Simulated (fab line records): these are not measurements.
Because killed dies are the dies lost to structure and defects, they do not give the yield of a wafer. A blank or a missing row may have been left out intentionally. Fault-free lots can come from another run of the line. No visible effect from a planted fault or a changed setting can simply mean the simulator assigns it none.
Split-lot study || flow n5Finfet || 7 lots, 21 wafers read, on a route of 1938 steps

## ON THE SPLIT
At N5_BEOL_M0_ETCH_109 (etches SiCN in CH3F/O2, target depth 8 nm, overetch 2.4 nm, time 27.4 s), the setting biasW was moved away from the recipe's 75 W on 8 of the 21 wafers read, by -4.7% to +12.1%. This setting was run at the recipe's value on the other wafers.

The split's own step is where the reading is taken.

## THE READING
rfVppV, in V, at N5_BEOL_M0_ETCH_109 (etches SiCN in CH3F/O2, target depth 8 nm, overetch 2.4 nm, time 27.4 s). A value of 297.4 V with a standard deviation of 1.9 V is what fault-free wafers of this fab line usually give.

{"wafer": "L076.3", "tool, chamber at the split": "rieDiel-01, 1", "biasW as run, W": 84.05, "against the recipe": "+12.1%", "rfVppV, V": 319.4, "against lot-mates on the recipe": "+24.6"}
{"wafer": "L076.4", "tool, chamber at the split": "rieDiel-01, 3", "biasW as run, W": 84.05, "against the recipe": "+12.1%", "rfVppV, V": 317.8, "against lot-mates on the recipe": "+23.0"}
{"wafer": "L076.6", "tool, chamber at the split": "rieDiel-01, 3", "biasW as run, W": 75, "against the recipe": "recipe", "rfVppV, V": 294.8, "against lot-mates on the recipe": "-"}
{"wafer": "L090.1", "tool, chamber at the split": "rieDiel-01, 1", "biasW as run, W": 75, "against the recipe": "recipe", "rfVppV, V": 296.3, "against lot-mates on the recipe": "-"}
{"wafer": "L090.2", "tool, chamber at the split": "rieDiel-01, 2", "biasW as run, W": 75, "against the recipe": "recipe", "rfVppV, V": 296.8, "against lot-mates on the recipe": "-"}
{"wafer": "L090.3", "tool, chamber at the split": "rieDiel-01, 0", "biasW as run, W": 75, "against the recipe": "recipe", "rfVppV, V": 296.3, "against lot-mates on the recipe": "-"}
{"wafer": "L091.1", "tool, chamber at the split": "rieDiel-02, 1", "biasW as run, W": 75, "against the recipe": "recipe", "rfVppV, V": 298.1, "against lot-mates on the recipe": "-"}
{"wafer": "L091.3", "tool, chamber at the split": "rieDiel-02, 0", "biasW as run, W": 75, "against the recipe": "recipe", "rfVppV, V": 297.0, "against lot-mates on the recipe": "-"}
{"wafer": "L091.6", "tool, chamber at the split": "rieDiel-02, 2", "biasW as run, W": 79.41, "against the recipe": "+5.9%", "rfVppV, V": 309.4, "against lot-mates on the recipe": "+11.8"}
{"wafer": "L092.1", "tool, chamber at the split": "rieDiel-01, 3", "biasW as run, W": 75, "against the recipe": "recipe", "rfVppV, V": 295.8, "against lot-mates on the recipe": "-"}
{"wafer": "L092.5", "tool, chamber at the split": "rieDiel-01, 1", "biasW as run, W": 75, "against the recipe": "recipe", "rfVppV, V": 295.9, "against lot-mates on the recipe": "-"}
{"wafer": "L092.6", "tool, chamber at the split": "rieDiel-01, 2", "biasW as run, W": 75, "against the recipe": "recipe", "rfVppV, V": 296.0, "against lot-mates on the recipe": "-"}
{"wafer": "L094.2", "tool, chamber at the split": "rieDiel-06, 2", "biasW as run, W": 75, "against the recipe": "recipe", "rfVppV, V": 300.6, "against lot-mates on the recipe": "-"}
{"wafer": "L094.3", "tool, chamber at the split": "rieDiel-06, 3", "biasW as run, W": 75, "against the recipe": "recipe", "rfVppV, V": 299.3, "against lot-mates on the recipe": "-"}
{"wafer": "L094.6", "tool, chamber at the split": "rieDiel-06, 2", "biasW as run, W": 75, "against the recipe": "recipe", "rfVppV, V": 301.1, "against lot-mates on the recipe": "-"}
{"wafer": "L095.4", "tool, chamber at the split": "rieDiel-01, 3", "biasW as run, W": 71.51, "against the recipe": "-4.7%", "rfVppV, V": 286.7, "against lot-mates on the recipe": "no lot-mate on the recipe"}
{"wafer": "L095.5", "tool, chamber at the split": "rieDiel-01, 2", "biasW as run, W": 71.51, "against the recipe": "-4.7%", "rfVppV, V": 286.6, "against lot-mates on the recipe": "no lot-mate on the recipe"}
{"wafer": "L095.6", "tool, chamber at the split": "rieDiel-01, 1", "biasW as run, W": 71.51, "against the recipe": "-4.7%", "rfVppV, V": 286.1, "against lot-mates on the recipe": "no lot-mate on the recipe"}
{"wafer": "L096.1", "tool, chamber at the split": "rieDiel-01, 2", "biasW as run, W": 75, "against the recipe": "recipe", "rfVppV, V": 296.2, "against lot-mates on the recipe": "-"}
{"wafer": "L096.3", "tool, chamber at the split": "rieDiel-01, 1", "biasW as run, W": 82.14, "against the recipe": "+9.5%", "rfVppV, V": 313.7, "against lot-mates on the recipe": "+17.5"}
{"wafer": "L096.4", "tool, chamber at the split": "rieDiel-01, 2", "biasW as run, W": 82.14, "against the recipe": "+9.5%", "rfVppV, V": 314.0, "against lot-mates on the recipe": "+17.8"}

FIT RESULTS
A straight line over all 21 wafers: rfVppV changes by +1.87 V for each +1% of biasW; r = +0.98; the points scatter about the line by 1.8 V.
The same after taking each lot's own level away (the mean of its wafers on the recipe; 18 wafers): +1.93 V for each +1%; r = +1.00; scatter 0.59 V.
On that fit, the largest move of biasW shifts the reading by 23 V.
From 294.80 to 300.33 V: that is the span of the lots' own levels, equal to 2.9 times the standard deviation above.
So the lot-to-lot level changes the slope little: the two slopes agree.
Check: with one of the wafers moved furthest among these (+12.1%) left out of the fit, the line predicts +22.8 V for it against its lot-mates. It came out at +24.6 V against them.
Tool readings at the split's step, against how far the setting was moved: rfVppV r = +0.98.

## ADDITIONAL SPLITS CARRIED BY THESE WAFERS
These wafers also went through other splits before the reading. Each is held against what the fit with the lots' levels taken away leaves over:
{"other split on the same wafers": "N5_MOL_CONTACT_COAG_ETCH_47 sourceW", "wafers away from the commonest value": 8, "r with rfVppV (lot level and that fit taken away)": -0.33}
{"other split on the same wafers": "N5_BEOL_M0_SAQP_SPACER1_ALD_98 tempC", "wafers away from the commonest value": 8, "r with rfVppV (lot level and that fit taken away)": "+0.06"}
{"other split on the same wafers": "N5_BEOL_M0_SAQP_ETCH_107 biasW", "wafers away from the commonest value": 7, "r with rfVppV (lot level and that fit taken away)": -0.08}
{"other split on the same wafers": "N5_BEOL_M0_ETCH_128 sourceW", "wafers away from the commonest value": 6, "r with rfVppV (lot level and that fit taken away)": -0.29}

## FILE'S OWN FIT
rfVppV changes by +1.94 V for each +1% of biasW, r = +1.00.
